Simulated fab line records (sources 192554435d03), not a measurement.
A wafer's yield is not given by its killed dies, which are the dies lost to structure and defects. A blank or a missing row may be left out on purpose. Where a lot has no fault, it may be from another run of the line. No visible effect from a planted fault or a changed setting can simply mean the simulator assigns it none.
The tool behind it: which one? | flow n5 finfet | 69 wafers from 23 lots sampled at 5 of the route's 1938 steps

WHAT THE GAUGES READ, wafer by wafer
N5_HKMG_FIN_CD_MEAS_12: target cd 92.8 nm. Usual: cd nm at 93.0 nm, with a standard deviation of 0.62.
lot  | measured     | on        | cd nm (nm)     | flag
L074 | day 4 06:52  | cd sem-03 | 92.1 91.9 92.8 |
L075 | day 4 09:30  | cd sem-01 | 93.7 94.1 93.2 |
L076 | day 4 14:24  | cd sem-03 | 93.4 92.8 93.3 |
L077 | day 4 21:35  | cd sem-03 | 93.4 93.5 92.7 |
L078 | day 5 03:28  | cd sem-01 | 91.5 91.7 91.6 |
L079 | day 5 08:05  | cd sem-02 | 92.6 93.7 93.9 |
L080 | day 5 17:42  | cd sem-03 | 93.5 94.2 93.8 |
L081 | day 5 21:44  | cd sem-01 | 92.6 93.1 93.0 |
L082 | day 6 03:53  | cd sem-01 | 92.6 92.4 92.3 |
L083 | day 6 12:10  | cd sem-01 | 92.8 92.4 93.0 |
L084 | day 6 17:36  | cd sem-01 | 93.0 92.3 93.2 |
L085 | day 7 02:09  | cd sem-02 | 93.4 93.2 92.5 |
L086 | day 7 05:50  | cd sem-02 | 93.1 92.6 92.8 |
L087 | day 7 12:20  | cd sem-01 | 92.4 92.6 92.7 |
L088 | day 7 14:58  | cd sem-01 | 93.5 93.3 92.5 |
L089 | day 7 21:50  | cd sem-02 | 92.3 92.2 93.2 |
L090 | day 8 03:55  | cd sem-03 | 92.2 92.7 93.0 |
L093 | day 9 00:40  | cd sem-03 | 93.7 93.5 94.1 |
L094 | day 9 02:40  | cd sem-01 | 92.3 92.0 92.6 |
L095 | day 9 09:12  | cd sem-03 | 93.1 93.8 93.7 |
L096 | day 9 17:31  | cd sem-02 | 93.1 93.5 92.5 |
L097 | day 9 21:43  | cd sem-02 | 93.1 92.5 92.5 |
L091 | day 10 00:13 | cd sem-03 | 92.3 93.6 93.7 |

N5_GATE_CUT_OVL_MEAS_14. Usual: GATE_CUT_OVL gives 0.1 nm (standard deviation 0.89).
lot  | measured     | on         | GATE_CUT_OVL (nm) | flag
L074 | day 4 15:32  | overlay-02 | 0.3 0.4 2.1       |
L075 | day 4 18:53  | overlay-01 | -0.4 0.8 -0.8     |
L076 | day 5 00:28  | overlay-01 | 1.3 0.6 0.3       |
L077 | day 5 06:46  | overlay-02 | 0.0 1.0 -0.2      |
L078 | day 5 11:50  | overlay-02 | 0.5 0.3 0.1       |
L079 | day 5 16:44  | overlay-02 | 0.6 -0.8 0.2      |
L080 | day 6 02:23  | overlay-02 | 0.2 -0.7 2.0      |
L081 | day 6 05:56  | overlay-02 | 0.0 0.7 -0.7      |
L082 | day 6 12:20  | overlay-02 | 1.3 0.5 -0.6      |
L083 | day 6 21:13  | overlay-01 | -0.9 0.1 -0.1     |
L084 | day 7 03:04  | overlay-01 | 0.9 1.1 -0.2      |
L085 | day 7 10:45  | overlay-02 | 0.1 -0.8 0.1      |
L086 | day 7 14:17  | overlay-01 | 1.3 1.1 1.5       |
L087 | day 7 20:47  | overlay-02 | -1.2 -0.7 -0.3    |
L088 | day 8 00:12  | overlay-01 | -1.0 -1.0 -0.9    |
L089 | day 8 06:32  | overlay-02 | 0.2 -0.8 0.4      |
L090 | day 8 12:12  | overlay-02 | -0.8 0.9 0.8      |
L093 | day 9 09:24  | overlay-01 | 1.2 1.4 -0.8      |
L094 | day 9 11:11  | overlay-02 | 1.0 -0.9 -1.1     |
L095 | day 9 17:35  | overlay-01 | 0.7 0.6 1.0       |
L096 | day 10 01:53 | overlay-01 | -1.5 -0.7 0.1     |
L097 | day 10 06:17 | overlay-02 | -1.5 -0.2 0.7     |
L091 | day 10 08:34 | overlay-02 | -0.5 -0.2 -0.2    |

WHAT TOOL EACH LOT RAN ON (gives the tool, then ch and the chambers of the sampled wafers, and finally the start)
lot  | N5_HKMG_FIN_ETCH_58               | N5_HKMG_FIN_STRIP_60                | N5_HKMG_FIN_ETCHBACK_68
L074 | rie diel-01 ch 0,1,2, day 4 03:53 | plasma asher-01 ch 0,1, day 4 04:28 | rie metal-01 ch 1, day 4 09:55
L075 | rie diel-04 ch 0,1,3, day 4 06:31 | plasma asher-01 ch 0,1, day 4 07:06 | rie metal-02 ch 0,1, day 4 12:34
L076 | rie diel-04 ch 0,2,3, day 4 11:09 | plasma asher-02 ch 0,1, day 4 11:53 | rie metal-02 ch 0,1, day 4 17:06
L077 | rie diel-01 ch 0,2,3, day 4 18:19 | plasma asher-02 ch 1, day 4 18:56   | rie metal-02 ch 0,1, day 5 00:19
L078 | rie diel-04 ch 0,3, day 5 00:23   | plasma asher-01 ch 0,1, day 5 01:04 | rie metal-01 ch 1, day 5 06:23
L079 | rie diel-02 ch 1,2, day 5 05:04   | plasma asher-01 ch 0,1, day 5 05:38 | rie metal-01 ch 1, day 5 10:47
L080 | rie diel-02 ch 0,1, day 5 14:43   | plasma asher-01 ch 0,1, day 5 15:18 | rie metal-01 ch 1, day 5 20:29
L081 | rie diel-01 ch 0,2,3, day 5 18:45 | plasma asher-01 ch 0,1, day 5 19:20 | rie metal-02 ch 0,1, day 6 00:26
L082 | rie diel-04 ch 0,2,3, day 6 00:56 | plasma asher-01 ch 0, day 6 01:31   | rie metal-03 ch 0,1, day 6 06:40
L083 | rie diel-01 ch 0,1,2, day 6 09:17 | plasma asher-02 ch 0, day 6 09:51   | rie metal-01 ch 1, day 6 14:55
L084 | rie diel-04 ch 1,2, day 6 14:28   | plasma asher-02 ch 0,1, day 6 15:02 | rie metal-02 ch 0,1, day 6 20:37
L085 | rie diel-04 ch 0,2,3, day 6 23:10 | plasma asher-01 ch 0,1, day 6 23:44 | rie metal-01 ch 1, day 7 05:05
L086 | rie diel-04 ch 0,1,2, day 7 02:37 | plasma asher-02 ch 0,1, day 7 03:11 | rie metal-03 ch 0,1, day 7 08:40
L087 | rie diel-01 ch 0,2,3, day 7 09:19 | plasma asher-02 ch 0,1, day 7 09:53 | rie metal-02 ch 0,1, day 7 15:11
L088 | rie diel-01 ch 0,1,2, day 7 11:56 | plasma asher-01 ch 0,1, day 7 12:31 | rie metal-01 ch 0,1, day 7 17:43
L089 | rie diel-02 ch 0,2, day 7 18:40   | plasma asher-02 ch 0,1, day 7 19:15 | rie metal-02 ch 1, day 8 00:32
L090 | rie diel-02 ch 2,3, day 8 00:56   | plasma asher-01 ch 0,1, day 8 01:31 | rie metal-03 ch 0, day 8 06:44
L093 | rie diel-04 ch 1,2, day 8 21:49   | plasma asher-02 ch 0,1, day 8 22:31 | rie metal-03 ch 0,1, day 9 03:37
L094 | rie diel-01 ch 0,3, day 8 23:49   | plasma asher-02 ch 0,1, day 9 00:23 | rie metal-03 ch 0,1, day 9 05:47
L095 | rie diel-04 ch 1,2, day 9 05:58   | plasma asher-01 ch 0,1, day 9 06:47 | rie metal-01 ch 0, day 9 11:54
L096 | rie diel-02 ch 0,1,3, day 9 14:30 | plasma asher-02 ch 0,1, day 9 15:05 | rie metal-02 ch 0,1, day 9 20:25
L097 | rie diel-02 ch 0,1, day 9 18:43   | plasma asher-02 ch 0,1, day 9 19:25 | rie metal-01 ch 0,1, day 10 00:53
L091 | rie diel-04 ch 0,1,2, day 9 21:14 | plasma asher-01 ch 0,1, day 9 21:55 | rie metal-01 ch 0,1, day 10 03:01
- N5_HKMG_FIN_ETCH_58: etches SOC in N2/H2, target depth 215.8 nm, time 741 s.
- N5_HKMG_FIN_STRIP_60: strips in N2/H2, time 360 s.
- N5_HKMG_FIN_ETCHBACK_68: etches the open film in Cl2/Ar, stops on HfO2, target depth 0.5 nm.

WHAT THE TOOLS THEMSELVES READ (means of the sampled wafers that have a number; where no wafer has one, the mark that the record gives instead)
N5_HKMG_FIN_ETCH_58. Usual: drypump motor current A 5.8 A, standard deviation 0.44; oes product au 0.78 a.u., standard deviation 0.065; rf fwd power W 874.2 W, standard deviation 3; rf vpp V 99.2 V, standard deviation 0.95; showerhead plenum p Torr 2.56 Torr, standard deviation 0.053; throttle valve pct 17.81 %, standard deviation 0.18.
lot  | tool        | drypump motor current A (A) | oes product au (a.u.) | rf fwd power W (W) | rf vpp V (V) | showerhead plenum p Torr (Torr) | throttle valve pct (%) | flag
L074 | rie diel-01 | 5.9                         | 0.82                  | 874.8              | 98.7         | 2.51                            | 17.87                  |
L075 | rie diel-04 | 5.5                         | 0.77                  | 872.2              | 97.5         | 2.58                            | 17.84                  |
L076 | rie diel-04 | 5.6                         | 0.77                  | 875.7              | 98.7         | 2.57                            | 17.72                  |
L077 | rie diel-01 | 6.1                         | 0.75                  | 876.4              | 99.3         | 2.51                            | 17.85                  |
L078 | rie diel-04 | 5.4                         | 0.73                  | 873.1              | 99.6         | 2.56                            | 17.81                  |
L079 | rie diel-02 | 6.1                         | 0.79                  | 875.1              | 99.3         | 2.57                            | 17.84                  |
L080 | rie diel-02 | 6.1                         | 0.91                  | 872.6              | 98.6         | 2.58                            | 17.60                  |
L081 | rie diel-01 | 6.0                         | 0.76                  | 874.6              | 98.6         | 2.51                            | 17.87                  |
L082 | rie diel-04 | 5.6                         | 0.75                  | 874.0              | 98.5         | 2.57                            | 17.73                  |
L083 | rie diel-01 | 5.9                         | 0.80                  | 876.0              | 99.3         | 2.50                            | 17.90                  |
L084 | rie diel-04 | 5.9                         | 0.82                  | 877.0              | 98.4         | 2.57                            | 17.64                  |
L085 | rie diel-04 | 5.6                         | 0.74                  | 875.3              | 99.5         | 2.56                            | 17.75                  |
L086 | rie diel-04 | 5.6                         | 0.79                  | 876.8              | 99.2         | 2.56                            | 17.75                  |
L087 | rie diel-01 | 6.1                         | 0.73                  | 871.5              | 98.8         | 2.50                            | 17.90                  |
L088 | rie diel-01 | 5.9                         | 0.79                  | 875.0              | 99.4         | 2.50                            | 17.91                  |
L089 | rie diel-02 | 6.5                         | 0.80                  | 876.7              | 99.7         | 2.63                            | 17.96                  |
L090 | rie diel-02 | 5.7                         | 0.73                  | 874.3              | 99.8         | 2.56                            | 17.77                  |
L093 | rie diel-04 | 5.7                         | 0.81                  | 874.1              | 99.0         | 2.57                            | 17.83                  |
L094 | rie diel-01 | 6.5                         | 0.70                  | 874.0              | 99.1         | 2.54                            | 17.89                  |
L095 | rie diel-04 | 5.7                         | 0.80                  | 872.5              | 99.0         | 2.57                            | 17.84                  |
L096 | rie diel-02 | 5.8                         | 0.79                  | 872.1              | 99.7         | 2.54                            | 17.65                  |
L097 | rie diel-02 | 5.9                         | 0.81                  | 870.9              | 100.4        | 2.54                            | 17.71                  |
L091 | rie diel-04 | 5.6                         | 0.76                  | 874.8              | 99.1         | 2.55                            | 17.77                  |

N5_HKMG_FIN_STRIP_60. Usual: drypump motor current A 5.34 A, standard deviation 0.27; heater power w 495 W, standard deviation 21.
lot  | tool            | drypump motor current A (A) | heater power w (W) | flag
L074 | plasma asher-01 | 5.60                        | 492                |
L075 | plasma asher-01 | 5.55                        | 479                |
L076 | plasma asher-02 | 5.09                        | 511                |
L077 | plasma asher-02 | 5.16                        | 521                |
L078 | plasma asher-01 | 5.59                        | 496                |
L079 | plasma asher-01 | 5.54                        | 478                |
L080 | plasma asher-01 | 5.60                        | 491                |
L081 | plasma asher-01 | 5.54                        | 486                |
L082 | plasma asher-01 | 5.47                        | 472                |
L083 | plasma asher-02 | 4.96                        | 484                |
L084 | plasma asher-02 | 5.10                        | 512                |
L085 | plasma asher-01 | 5.60                        | 495                |
L086 | plasma asher-02 | 5.09                        | 501                |
L087 | plasma asher-02 | 5.09                        | 502                |
L088 | plasma asher-01 | 5.53                        | 481                |
L089 | plasma asher-02 | 5.03                        | 498                |
L090 | plasma asher-01 | 5.63                        | 482                |
L093 | plasma asher-02 | 5.08                        | 505                |
L094 | plasma asher-02 | 5.09                        | 506                |
L095 | plasma asher-01 | 5.55                        | 482                |
L096 | plasma asher-02 | 5.08                        | 512                |
L097 | plasma asher-02 | 5.09                        | 511                |
L091 | plasma asher-01 | 5.54                        | 483                |

N5_HKMG_FIN_ETCHBACK_68. Usual: drypump motor current A 5.7 A, standard deviation 0.47; oes_ar_750_au 0.72 a.u., standard deviation 0.064; oes product au 0.71 a.u., standard deviation 0.065; rf fwd power W 596.6 W, standard deviation 1.9; throttle valve pct 20.6 %, standard deviation 0.33.
lot  | tool         | drypump motor current A (A) | oes_ar_750_au (a.u.) | oes product au (a.u.) | rf fwd power W (W) | throttle valve pct (%) | flag
L074 | rie metal-01 | 5.7                         | 0.77                 | 0.77                  | 594.8              | 20.3                   |
L075 | rie metal-02 | 6.1                         | 0.71                 | 0.70                  | 595.8              | 20.6                   |
L076 | rie metal-02 | 5.6                         | 0.71                 | 0.67                  | 597.2              | 20.6                   |
L077 | rie metal-02 | 6.0                         | 0.71                 | 0.69                  | 597.7              | 20.6                   |
L078 | rie metal-01 | 5.7                         | 0.76                 | 0.77                  | 597.3              | 20.3                   |
L079 | rie metal-01 | 5.7                         | 0.76                 | 0.76                  | 599.6              | 20.3                   |
L080 | rie metal-01 | 5.7                         | 0.76                 | 0.76                  | 595.9              | 20.3                   |
L081 | rie metal-02 | 6.1                         | 0.71                 | 0.69                  | 597.4              | 20.6                   |
L082 | rie metal-03 | 5.4                         | 0.68                 | 0.68                  | 596.5              | 21.0                   |
L083 | rie metal-01 | 5.7                         | 0.75                 | 0.75                  | 595.2              | 20.3                   |
L084 | rie metal-02 | 5.6                         | 0.70                 | 0.68                  | 596.3              | 20.6                   |
L085 | rie metal-01 | 5.7                         | 0.74                 | 0.75                  | 596.7              | 20.3                   |
L086 | rie metal-03 | 5.4                         | 0.68                 | 0.68                  | 598.5              | 21.0                   |
L087 | rie metal-02 | 6.1                         | 0.70                 | 0.68                  | 597.9              | 20.6                   |
L088 | rie metal-01 | 5.7                         | 0.72                 | 0.72                  | 596.2              | 20.7                   |
L089 | rie metal-02 | 6.4                         | 0.71                 | 0.64                  | 595.6              | 20.6                   |
L090 | rie metal-03 | 5.7                         | 0.59                 | 0.60                  | 599.8              | 21.1                   |
L093 | rie metal-03 | 5.5                         | 0.67                 | 0.67                  | 596.7              | 21.0                   |
L094 | rie metal-03 | 5.4                         | 0.67                 | 0.67                  | 598.3              | 21.0                   |
L095 | rie metal-01 | 5.7                         | 0.66                 | 0.67                  | 595.7              | 21.4                   |
L096 | rie metal-02 | 5.6                         | 0.69                 | 0.67                  | 596.0              | 20.6                   |
L097 | rie metal-01 | 5.7                         | 0.71                 | 0.69                  | 597.2              | 20.7                   |
L091 | rie metal-01 | 5.7                         | 0.70                 | 0.71                  | 595.6              | 20.7                   |

THE ANSWER, worked out from the rows above alone
Rule: a lot counts as off when the mean over its wafers that have a number is more than 3 standard deviations away from the usual mean. Also off: a lot with no number at a reading for which 4 or more lots have one. Where the step has rows for the other lots, those lots are counted as sound. Order of review: gauges by route order, followed by the tools' own readings, for which a lot's mean as printed above is used. The first step at which some lot is off is used, and at that step the reading that is off furthest; a lot without a number counts as furthest.
Nothing can be told from this: no lot is off at any reading shown.

WHAT THE SIMULATOR HAD PUT IN
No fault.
